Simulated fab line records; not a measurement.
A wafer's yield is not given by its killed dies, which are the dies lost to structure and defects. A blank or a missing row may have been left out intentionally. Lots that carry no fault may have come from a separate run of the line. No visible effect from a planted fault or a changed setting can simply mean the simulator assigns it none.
A struck lot beside a sound one | flow n5-finfet | 38 out of 1938 route steps
Sound: wafers L960.1, L960.4, L960.5. Struck: wafers L954.1, L954.3, L954.6. The cause is named last.
Per side, at each step with rows, come the tool, then ch with its chambers, and then its first start. Under that, the readings that differ: sound wafers | struck wafers | difference of the means | sigmas: that difference in standard deviations of wafers without a fault.
alike: same words and numbers on both sides, and readings whose means sit less than 2 such deviations apart. not compared: any withheld reading, any reading some wafer has no value for, any bound like >300 that may hide the same value, and any number with overlapping values for which the record gives no deviation.
Wherever a step has rows on one side only, a row that says differs or no value, or a row with sigmas, the two part there. Numbers that have no deviation but don't overlap get no sigmas and don't part them. A reading that every wafer of one side lacks parts them only if that side has two wafers or more.

first, 9 steps without rows for these wafers: N5_BEOL_M4_ANNEAL_95 (time 240 s); N5_BEOL_M4_SPUTTER_96 (material Cu, target thk 4.5 nm, time 8.29 s); N5_BEOL_M4_ECD_50 (material Cu, target thk 300 nm); N5_BEOL_M4_ANNEAL_51 (time 90 s); N5_BEOL_M4_CMP_52 (polishes, stops on SiOC, t overpolish 6.8 s, target thk 40 nm); N5_BEOL_M4_PRE_CLEAN_60 (time 15 s); N5_BEOL_M4_CO_CAP_55 (material Co, precursor CCTBA/H2, target thk 2 nm, time 102.1 s); N5_BEOL_M4_PRE_CLEAN_56 (time 15 s); N5_BEOL_M4_DEP_57 (deposits SiCN from 3MS/NH3, target thk 8 nm, time 14 s).
N5_BEOL_M4_RC_MEAS_101:
  sound on prober-01 ch 0, day 12 10:19; struck on prober-01 ch 0, day 11 16:47
  alike: DIBL_N, DIBL_P, IOFF_N, IOFF_P, ION_N, ION_P, SS_N, SS_P, VT_N, VT_P
then, 24 steps without rows for these wafers: N5_BEOL_M5_ILD_DEP_00 (deposits SiCOH lowk from DEMS/porogen, target thk 140.64 nm, time 25.9 s); N5_BEOL_M5_CURE_79 (cures SiCOH lowk, time 240 s); N5_BEOL_M5_PECVD_70 (deposits SiO2 from TEOS/O2, target thk 16 nm, time 18 s); N5_BEOL_M5_HM_DEP_02 (deposits TiN, target thk 20 nm); N5_BEOL_M5_COAT_59 (time 60 s, resist thk 60 nm); N5_BEOL_M5_COAT_60 (time 60 s, resist thk 12 nm); N5_BEOL_M5_COAT_71 (time 60 s, resist thk 5 nm); N5_BEOL_M5_COAT_05 (resist thk 30 nm); N5_BEOL_M5_EBR_07; N5_BEOL_M5_SOFTBAKE_06 (time 60 s); N5_BEOL_M5_EXPOSE_08 (exposes mask M5, target cd 28 nm); N5_BEOL_M5_PEB_09 (peb time 60 s); N5_BEOL_M5_DEVELOP_10 (develop time 30 s); N5_BEOL_M5_DESCUM_16 (chemistry O2, time 7 s); N5_BEOL_M5_ETCH_72 (etches underlayer in N2/H2, target depth 6.5 nm, time 5.2 s); N5_BEOL_M5_ETCH_61 (etches SiARC in CF4, target depth 15.6 nm, time 26 s); N5_BEOL_M5_ETCH_62 (etches SOC in N2/H2, target depth 75 nm, overetch 15 nm, time 112.5 s); N5_BEOL_M5_STRIP_63 (strips in N2/H2); N5_BEOL_M5_STRIP_73 (strips in N2/H2); N5_BEOL_M5_STRIP_64 (strips in CF4); N5_BEOL_M5_HM_OPEN_17 (chemistry Cl2/BCl3, target TiN, target depth 20 nm, overetch 6 nm); N5_BEOL_M5_STRIP_19 (strips in O2); N5_BEOL_M5_COAT_65 (time 60 s, resist thk 60 nm); N5_BEOL_M5_COAT_66 (time 60 s, resist thk 12 nm).
-- here the record skips 3 days between the struck wafers' starts before and after, leaving off in module BEOL_M5 and picking up in module BEOL_M11 (first step shown: number 1558 of the route) --
N5_BEOL_M11_STRIP_19: strips in O2.
  sound on rie-diel-04 ch 0,1,3, day 14 21:41; struck on rie-diel-02 ch 2,3, day 14 05:07
  no value came back on the struck wafers for any of 8 readings (bias-power-w (W), chamber-pressure-mTorr (mTorr) and others); on the sound wafers bias-power-w (W) reads 0 0 0
  reading                                   | sound | struck       | difference | sigmas
  model.SOC_of_BEOL_M11_COAT_59.thk-nm (nm) | 0 0 0 | 92 92.2 92.4 | +92        |
  not compared: rf-hours-counter-h
N5_BEOL_M11_ETCH_66: etches SOC in N2/H2, target depth 120 nm, overetch 24 nm, time 180 s.
  sound on rie-diel-06 ch 0,1,3, day 14 23:14; struck on rie-diel-04 ch 0,1, day 14 06:28
  reading                  | sound           | struck            | difference | sigmas
  model.etch.depth-nm (nm) | 99.79 99.79 100 | 147.1 142.7 143.3 | +44.5      |
  alike: drypump-motor-current-A, oes-product-au, rf-vpp-V, showerhead-plenum-p-Torr, throttle-valve-pct
  not compared: rf-hours-counter-h
N5_BEOL_M11_VIA_ETCH_34: etches SiCOH lowk in C4F6/O2, target depth 184.5 nm, time 69.2 s.
  sound on rie-diel-06 ch 0,1,3, day 14 23:22; struck on rie-diel-04 ch 0,1, day 14 06:36
  reading               | sound          | struck         | difference | sigmas
  oes-product-au (a.u.) | 0.76 0.88 0.89 | 0.32 0.27 0.28 | -0.55      | -6
  alike: drypump-motor-current-A, oes_f_703_au, rf-vpp-V, showerhead-plenum-p-Torr, throttle-valve-pct
  not compared: rf-hours-counter-h
N5_PASSIVATION_PROBE_49:
  rows exist in the record for the struck wafers here (prober-01, day 16 01:38), but not for the sound ones

## WHERE THEY PART
First at N5_BEOL_M11_STRIP_19; last, within this record, at N5_PASSIVATION_PROBE_49.

WHY: the cause the simulator had injected
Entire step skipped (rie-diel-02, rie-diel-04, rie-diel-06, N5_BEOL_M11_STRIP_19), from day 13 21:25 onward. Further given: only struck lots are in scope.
